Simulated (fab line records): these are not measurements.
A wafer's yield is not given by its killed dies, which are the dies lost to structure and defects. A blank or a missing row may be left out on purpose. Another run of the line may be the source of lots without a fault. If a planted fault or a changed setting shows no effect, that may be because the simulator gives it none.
Chamber matching || flow nand_harc || NHARC_P_CONTACT_STRIP_28 on rie_diel-06: 4 sister chambers
The step strips in O2. 4 wafers are shown with their chamber, then 11 later ones without.

## WAFERS WITH THEIR CHAMBER
{"wafer": "L087.2", "chamber": 3, "rf_vpp_V (V)": 56.4}
{"wafer": "L087.4", "chamber": 2, "rf_vpp_V (V)": 57.8}
{"wafer": "L087.5", "chamber": 1, "rf_vpp_V (V)": 59.0}
{"wafer": "L089.2", "chamber": 0, "rf_vpp_V (V)": 56.6}

## WAFERS WHOSE CHAMBER IS MISSING
{"wafer": "L089.5", "rf_vpp_V (V)": 57.8}
{"wafer": "L089.6", "rf_vpp_V (V)": 59.3}
{"wafer": "L090.2", "rf_vpp_V (V)": 58.4}
{"wafer": "L090.5", "rf_vpp_V (V)": 57.7}
{"wafer": "L090.6", "rf_vpp_V (V)": 60.0}
{"wafer": "L091.1", "rf_vpp_V (V)": 56.8}
{"wafer": "L091.5", "rf_vpp_V (V)": 59.6}
{"wafer": "L091.6", "rf_vpp_V (V)": 58.1}
{"wafer": "L094.2", "rf_vpp_V (V)": 58.5}
{"wafer": "L094.3", "rf_vpp_V (V)": 57.6}
{"wafer": "L094.6", "rf_vpp_V (V)": 58.5}

## WHICH CHAMBER EACH WENT THROUGH
{"wafer": "L089.5", "from the rows above": 2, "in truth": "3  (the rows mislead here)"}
{"wafer": "L089.6", "from the rows above": 1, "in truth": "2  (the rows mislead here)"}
{"wafer": "L090.2", "from the rows above": "can't be placed: 1 or 2", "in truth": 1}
{"wafer": "L090.5", "from the rows above": 2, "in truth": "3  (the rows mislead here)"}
{"wafer": "L090.6", "from the rows above": 1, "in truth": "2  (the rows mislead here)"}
{"wafer": "L091.1", "from the rows above": "can't be placed: 0 or 3 or 2", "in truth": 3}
{"wafer": "L091.5", "from the rows above": 1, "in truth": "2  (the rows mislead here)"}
{"wafer": "L091.6", "from the rows above": "can't be placed: 2 or 1", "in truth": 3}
{"wafer": "L094.2", "from the rows above": "can't be placed: 1 or 2", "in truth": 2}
{"wafer": "L094.3", "from the rows above": "can't be placed: 2 or 0", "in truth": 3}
{"wafer": "L094.6", "from the rows above": "can't be placed: 1 or 2", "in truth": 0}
Correctly placed: 0 of 11. From these rows, 6 cannot be placed; in 3 the true chamber is one of the candidates. Placed wrongly: 5.
How it was worked out, from the rows above alone: a wafer's distance from a chamber is the root of the sum, over the readings, of the square of ((its reading less the chamber's mean) divided by the reading's scatter). If the next closest chamber is less than 2 further off than the closest, the wafer can't be placed; otherwise it belongs to the closest. Each chamber's mean is taken over the wafers shown for it. The scatter: with one shown wafer a chamber, the root of the mean of the squares of how far each hidden wafer lies from its nearest shown one.
